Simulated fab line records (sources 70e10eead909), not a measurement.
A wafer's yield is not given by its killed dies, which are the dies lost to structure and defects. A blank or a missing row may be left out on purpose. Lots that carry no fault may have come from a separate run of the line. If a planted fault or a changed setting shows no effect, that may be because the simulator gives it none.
Tool commonality check ; flow nand_harc ; Sampled: 2 lots, 6 wafers

WHY THIS WAS OPENED
On 2 of the 2 lots, a flag is raised at NHARC_END_SORT_01 on the reading killed_at_array. Fault-free wafers read 27, with a standard deviation of 11.
Rule: a lot gets a flag if all its wafers with a number sit over 4 standard deviations from that mean, or if no wafer of it has a number. All remaining lots are regarded as sound.

lot;measured;on;killed_at_array, wafer by wafer;flag
L292;day 24 15:59;prober-02;114 109 119;FLAGGED
L293;day 24 16:50;prober-01;131 127 135;FLAGGED
The numbers of the flagged lots are 122 on average: +96 against the usual, or +9 standard deviations.

LOT BY LOT: THE TOOL USED
2 process steps preceding the reading are held in the record, out of 1159 steps in the route. Read each cell as the tool, then ch plus the chambers that the sampled wafers visited, then the start.
lot;flag;NHARC_A_ONON_D1_DEP_12;NHARC_A_BONDPAD_PVD_27
L292;FLAGGED;pecvd_onon-03 ch 0, day 12 17:02;pvd_sputter-03, day 23 09:46 or earlier
L293;FLAGGED;pecvd_onon-03 ch 0, day 12 22:56;pvd_sputter-02, day 23 06:32 or earlier
These steps, and what they do:
- NHARC_A_ONON_D1_DEP_12: target thk 1000 nm.
- NHARC_A_BONDPAD_PVD_27: deposits Cu, target thk 30 nm, time 20.49 s.
- NHARC_END_SORT_01

FLAGGED AGAINST TOTAL, ONE TOOL AT A TIME (gauges that did the reading follow at the end)
step;tool;lots run;flagged;share of the flagged lots;sound lots run after its first flagged lot
NHARC_A_ONON_D1_DEP_12;pecvd_onon-03;2;2;all;0
NHARC_A_BONDPAD_PVD_27;pvd_sputter-02;1;1;some;0
NHARC_A_BONDPAD_PVD_27;pvd_sputter-03;1;1;some;0
NHARC_END_SORT_01;prober-01;1;1;some;0
NHARC_END_SORT_01;prober-02;1;1;some;0
NHARC_A_BONDPAD_PVD_27: start missing for some lots; hours and lot order therefore follow NHARC_A_BONDPAD_THK_MEAS_20.

WHAT THE TABLE PERMITS
1 row of the table ran every flagged lot: pecvd_onon-03 at NHARC_A_ONON_D1_DEP_12.
- pecvd_onon-03 at NHARC_A_ONON_D1_DEP_12: 2 of its 2 lots flagged. In this sample it ran no sound lot ahead of its first flagged lot, so there is no way to narrow down the start.
What remains is a single tool, pecvd_onon-03 at NHARC_A_ONON_D1_DEP_12.

WHAT THE SIMULATOR HAD PUT IN
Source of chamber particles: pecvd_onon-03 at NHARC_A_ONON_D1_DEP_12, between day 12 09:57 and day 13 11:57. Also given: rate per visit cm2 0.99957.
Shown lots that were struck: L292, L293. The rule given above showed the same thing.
